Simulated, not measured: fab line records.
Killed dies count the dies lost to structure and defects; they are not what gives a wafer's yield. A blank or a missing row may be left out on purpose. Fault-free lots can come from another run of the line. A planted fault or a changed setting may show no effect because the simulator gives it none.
Split-lot trial -- flow n5_finfet -- 7 lots, 39 wafers read, on a route of 1938 steps

## ON THE SPLIT
At N5_SD_EPI_P_EPI_21 (deposits SiGe:B, time 355 s), the setting time_s was moved away from the recipe's 355 s on 9 of the 39 wafers read, by -54.8% to +22.3%. For the rest of the wafers, this setting stayed at what the recipe calls for.

The reading is taken at the split's own step.

## THE READING
SiGe-B_of_SD_EPI_P_EPI_21.thk_nm (the simulator's own value, which no gauge read), in nm, at N5_SD_EPI_P_EPI_21 (deposits SiGe:B, time 355 s). The file gives no usual value for it. Here, 30 wafers ran the recipe; their average is 60.9 nm with a standard deviation of 0.96 nm.

wafer,"tool, chamber at the split","time_s as run, s",against the recipe,"SiGe-B_of_SD_EPI_P_EPI_21.thk_nm, nm",against lot-mates on the recipe
L078.1,"epi_rpcvd-02, 0",355,recipe,60,-
L078.2,"epi_rpcvd-02, 0",355,recipe,60.2,-
L078.3,"epi_rpcvd-02, 0",355,recipe,60.6,-
L078.4,"epi_rpcvd-02, 0",355,recipe,60.6,-
L078.5,"epi_rpcvd-02, 0",355,recipe,60.6,-
L078.6,"epi_rpcvd-02, 0",355,recipe,60.6,-
L079.1,"epi_rpcvd-04, 0",355,recipe,61.8,-
L079.2,"epi_rpcvd-04, 0",355,recipe,61.8,-
L079.5,"epi_rpcvd-04, 0",355,recipe,61.8,-
L079.3,"epi_rpcvd-04, 0",355,recipe,62.6,-
L079.4,"epi_rpcvd-04, 0",355,recipe,61.2,-
L079.6,"epi_rpcvd-04, 0",355,recipe,61.2,-
L086.1,"epi_rpcvd-04, 0",355,recipe,61.8,-
L086.2,"epi_rpcvd-04, 0",355,recipe,61.8,-
L086.3,"epi_rpcvd-04, 0",355,recipe,61.8,-
L086.4,"epi_rpcvd-04, 0",434,+22.3%,71.6,+9.8
L086.5,"epi_rpcvd-04, 0",434,+22.3%,70.6,+8.8
L086.6,"epi_rpcvd-04, 0",434,+22.3%,71.2,+9.4
L087.1,"epi_rpcvd-03, 0",355,recipe,60,-
L087.2,"epi_rpcvd-03, 0",355,recipe,59.8,-
L087.3,"epi_rpcvd-03, 0",355,recipe,59.8,-
L087.4,"epi_rpcvd-03, 0",355,recipe,60.8,-
L087.6,"epi_rpcvd-03, 0",355,recipe,60.8,-
L087.5,"epi_rpcvd-03, 0",355,recipe,59.6,-
L090.1,"epi_rpcvd-02, 0",355,recipe,59.8,-
L090.4,"epi_rpcvd-02, 0",355,recipe,59.8,-
L090.2,"epi_rpcvd-02, 0",355,recipe,59.6,-
L093.1,"epi_rpcvd-03, 0",355,recipe,62.6,-
L093.2,"epi_rpcvd-03, 0",160.5,-54.8%,30.6,-31.9
L093.3,"epi_rpcvd-03, 0",355,recipe,62,-
L093.4,"epi_rpcvd-03, 0",355,recipe,62.8,-
L093.5,"epi_rpcvd-03, 0",160.5,-54.8%,30.4,-32.1
L093.6,"epi_rpcvd-03, 0",160.5,-54.8%,30.8,-31.7
L094.1,"epi_rpcvd-02, 0",355,recipe,60.6,-
L094.2,"epi_rpcvd-02, 0",355,recipe,60.2,-
L094.3,"epi_rpcvd-02, 0",430.8,+21.4%,69.6,+9.3
L094.4,"epi_rpcvd-02, 0",430.8,+21.4%,69,+8.7
L094.5,"epi_rpcvd-02, 0",355,recipe,60,-
L094.6,"epi_rpcvd-02, 0",430.8,+21.4%,68.6,+8.3

FIT RESULTS
A straight line over all 39 wafers: SiGe-B_of_SD_EPI_P_EPI_21.thk_nm changes by +0.52 nm for each +1% of time_s; r = +0.99; the points scatter about the line by 1.3 nm.
The same after taking each lot's own level away (the mean of its wafers on the recipe; 39 wafers): +0.54 nm for each +1%; r = +0.99; scatter 1.2 nm.
Per that fit: largest time_s move, reading shift of 30 nm.
Measured against the standard deviation above, the lots' own levels, which go from 59.73 to 62.47 nm, span 2.8 times it.
Hence the lot-to-lot level has little effect on the slope; both slopes agree.
Check: -29.6 nm against its lot-mates is what the line predicts for one of the wafers moved furthest among these (-54.8%) when that wafer is left out of the fit. It came out at -31.9 nm against them.

## OTHER SPLITS APPLIED TO THESE WAFERS
Note: prior to the reading, these wafers also went through further splits. Each is held against what the fit with the lots' levels taken away leaves over:
other split on the same wafers,wafers away from the commonest value,r with SiGe-B_of_SD_EPI_P_EPI_21.thk_nm (lot level and that fit taken away)
N5_FIN_SAQP_SPACER2_ALD_28 target_thk_a,18,+0.12

## THE WHOLE CHAIN: every reading that the file lists as answering this split, in the file's order
step,what it does,reading,change (the file's fit),r (the file's)
N5_SD_EPI_P_EPI_21,"deposits SiGe:B, time 355 s","SiGe-B_of_SD_EPI_P_EPI_21.thk_nm (the simulator's own value, which no gauge read)",+0.542 nm for each +1% of the setting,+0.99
N5_SD_EPI_P_EPI_MEAS_23,,thk_nm,withheld for each +1% of the setting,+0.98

## THE FILE'S OWN FIT
SiGe-B_of_SD_EPI_P_EPI_21.thk_nm changes by +0.542 nm for each +1% of time_s, r = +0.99.
